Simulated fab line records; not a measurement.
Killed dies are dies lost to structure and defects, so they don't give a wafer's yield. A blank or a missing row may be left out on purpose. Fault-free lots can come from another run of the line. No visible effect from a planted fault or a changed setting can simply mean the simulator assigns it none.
Split-lot experiment -- flow n5 finfet -- on a route of 1938 steps: 7 lots, 21 wafers read

== ABOUT THE SPLIT ==
At N5_BEOL_M4_TRENCH_ETCH_37 (etches SiOC in C4F6/O2, target depth 55.555 nm, time 29.2 s), the setting source w was moved away from the recipe's 355 W on 8 of the 21 wafers read, by -18.0% to +6.0%. The other wafers ran this setting at the recipe's value.

== FROM THE SPLIT TO THE READING: what the file shows between them, 2 steps ==
- N5_BEOL_M4_ETCH_41: etches SiCN in CH3F/O2, target depth 29.9 nm, time 52.5 s
- N5_BEOL_M4_STRIP_97: strips in N2/H2, time 10 s

== THE READING ==
trench depth nm, in nm, at N5_BEOL_M4_OCD_MEAS_38. On this fab line, fault-free wafers typically give 55.3 nm with a standard deviation of 1.3 nm.

wafer,"tool, chamber at the split","source w as run, W",against the recipe,"trench depth nm, nm",against lot-mates on the recipe
L074.1,"rie diel-02, 1,0",355,recipe,55.8,-
L074.3,"rie diel-02, 1,0",355,recipe,55.2,-
L074.5,"rie diel-02, 2",327.9,-7.6%,53.4,-2.1
L077.3,"rie diel-04, 0,2",291.2,-18.0%,50.8,-3.6
L077.4,"rie diel-04, 0,2",291.2,-18.0%,50.5,-3.9
L077.5,"rie diel-04, 2",355,recipe,54.4,-
L081.3,"rie diel-06, 0",355,recipe,57.1,-
L081.5,"rie diel-06, 0",355,recipe,56.5,-
L081.6,"rie diel-06, 3",316.7,-10.8%,53.5,-3.3
L085.3,"rie diel-06, 2,3,1",355,recipe,53.1,-
L085.4,"rie diel-06, 2,3,1",355,recipe,54.6,-
L085.5,"rie diel-06, 2,3,1",355,recipe,55.0,-
L089.1,"rie diel-06, 3,2,1",355,recipe,55.1,-
L089.3,"rie diel-06, 3,2,1",355,recipe,54.1,-
L089.5,"rie diel-06, 3,2,1",355,recipe,56.0,-
L093.2,"rie diel-02, 1",307.7,-13.3%,52.2,-4.8
L093.5,"rie diel-02, 1",307.7,-13.3%,51.6,-5.4
L093.6,"rie diel-02, 3",355,recipe,57.0,-
L096.1,"rie diel-02, 1,2",376.4,+6.0%,55.5,-1.2
L096.2,"rie diel-02, 1,2",376.4,+6.0%,56.3,-0.4
L096.5,"rie diel-02, 0",355,recipe,56.7,-
Where a row lists several chambers, the file gives one row for several wafers and doesn't say which wafer went through which chamber.

THE FIT
A straight line over all 21 wafers: trench depth nm changes by +0.238 nm for each +1% of source w; r = +0.86; the points scatter about the line by 1 nm.
The same after taking each lot's own level away (the mean of its wafers on the recipe; 21 wafers): +0.227 nm for each +1%; r = +0.85; scatter 1 nm.
Per that fit: largest source w move, reading shift of 4.1 nm.
Across the lots, their own levels run from 54.23 to 57.00 nm, a range of 2.1 times the standard deviation given above.
Hence the lot-to-lot level has little effect on the slope; both slopes agree.
Check: -4.82 nm against its lot-mates is what the line predicts for one of the wafers moved furthest among these (-18.0%) when that wafer is left out of the fit. Against them it came out at -3.6 nm.

== ADDITIONAL SPLITS CARRIED BY THESE WAFERS ==
Other splits were also applied to these wafers ahead of the reading. Each is held against what the fit with the lots' levels taken away leaves over:
other split on the same wafers,wafers away from the commonest value,r with trench depth nm (lot level and that fit taken away)
N5_BEOL_M4_COAT_22 spin rpm,5,+0.22

== FILE'S OWN FIT ==
trench depth nm changes by +0.257 nm for each +1% of source w, r = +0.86.
